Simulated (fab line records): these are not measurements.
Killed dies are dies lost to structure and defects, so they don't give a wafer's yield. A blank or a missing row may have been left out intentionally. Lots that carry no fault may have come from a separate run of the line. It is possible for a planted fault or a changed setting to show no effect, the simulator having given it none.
A struck lot beside a sound one || flow n5Finfet || 15 out of 1938 route steps
Sound: wafers L958.1, L958.4, L958.6. Struck: wafer L966.1 (left out: L966.2, L966.3 of the same lot, which were not struck); the cause appears at the end.
Per side, at each step with rows, come the tool, then ch with its chambers, and then its first start. Under that, the readings that differ: sound wafers || struck wafers || difference of the means || sigmas: that difference in standard deviations of wafers without a fault.
alike: a reading whose means differ by less than 2 such deviations, as well as words and numbers matching on both sides. not compared: withheld readings; readings where some wafer has no value; bounds like >300 that might hide an equal value; numbers whose values overlap and for which the record gives no deviation.
A row with sigmas, a row that says differs or no value, or rows on one side alone: a step with any of these is where the two part. When numbers do not overlap yet have no deviation, they are printed without sigmas and do not part them. Lack of a reading on every wafer of one side parts them only where that side has two or more wafers.

first, 8 steps without rows for these wafers: N5_BEOL_M8_COAT_64 (time 60 s, resist thk 12 nm); N5_BEOL_M8_COAT_71 (time 60 s, resist thk 5 nm); N5_BEOL_M8_COAT_22 (resist thk 30 nm); N5_BEOL_M8_EBR_24; N5_BEOL_M8_SOFTBAKE_23 (time 60 s); N5_BEOL_M8_EXPOSE_25 (exposes mask V7, target cd 40 nm); N5_BEOL_M8_PEB_26 (peb time 60 s); N5_BEOL_M8_DEVELOP_27 (develop time 30 s).
N5_BEOL_M8_CD_MEAS_28: target cd 40 nm.
  sound on cdSem-01 ch 0, day 10 20:35; struck on cdSem-03 ch 0, day 12 22:10
{"reading": "cdNm (nm)", "sound": "39.71 39.40 39.37", "struck": 40.17, "difference": "+0.68", "sigmas": "+3"}
N5_BEOL_M8_OVL_MEAS_29:
  sound on overlay-01 ch 0, day 10 20:39; struck on overlay-01 ch 0, day 12 22:12
  alike: V7_OVL
N5_BEOL_M8_INSPECT_30: inspects for defects (brightfield).
  sound on defectInspect-01, day 10 20:43; struck on defectInspect-02, day 12 22:16
  alike: rawDefectCount
N5_BEOL_M8_DESCUM_33: chemistry O2, time 7 s.
  sound on rieDiel-05 ch 1,3, day 10 21:01; struck on rieDiel-05 ch 1, day 12 22:17
  alike: drypumpMotorCurrentA, oesProductAu, rfVppV, showerheadPlenumPTorr, throttleValvePct
  not compared: rfHoursCounterH
N5_BEOL_M8_ETCH_72: etches underlayer in N2/H2, target depth 6.5 nm, time 5.2 s.
  sound on rieDiel-05 ch 1,3, day 10 21:03; struck on rieDiel-05 ch 1, day 12 22:20
{"reading": "etchRfOnTimeS (s)", "sound": "4.98 5.06 4.99", "struck": 3.27, "difference": -1.74, "sigmas": -11}
{"reading": "oesProductAu (a.u.)", "sound": "0.79 0.77 0.77", "struck": 0.99, "difference": "+0.21", "sigmas": "+3"}
  alike: drypumpMotorCurrentA, rfVppV, showerheadPlenumPTorr, throttleValvePct
  not compared: rfHoursCounterH
N5_BEOL_M8_ETCH_65: etches SiARC in CF4, target depth 15.6 nm, time 26 s.
  sound on rieDiel-05 ch 1,3, day 10 21:04; struck on rieDiel-05 ch 1, day 12 22:20
  alike: drypumpMotorCurrentA, etchRfOnTimeS, oesProductAu, rfVppV, showerheadPlenumPTorr, throttleValvePct
  not compared: rfHoursCounterH
following that, these wafers have no rows for 1 step: N5_PASSIVATION_PROBE_49.

WHERE THEY PART
At N5_BEOL_M8_CD_MEAS_28 first; at N5_BEOL_M8_ETCH_72 last (within this record only). Later steps at which nothing parts them and some readings are alike: N5_BEOL_M8_ETCH_65.

WHY: what had been put in by the simulator
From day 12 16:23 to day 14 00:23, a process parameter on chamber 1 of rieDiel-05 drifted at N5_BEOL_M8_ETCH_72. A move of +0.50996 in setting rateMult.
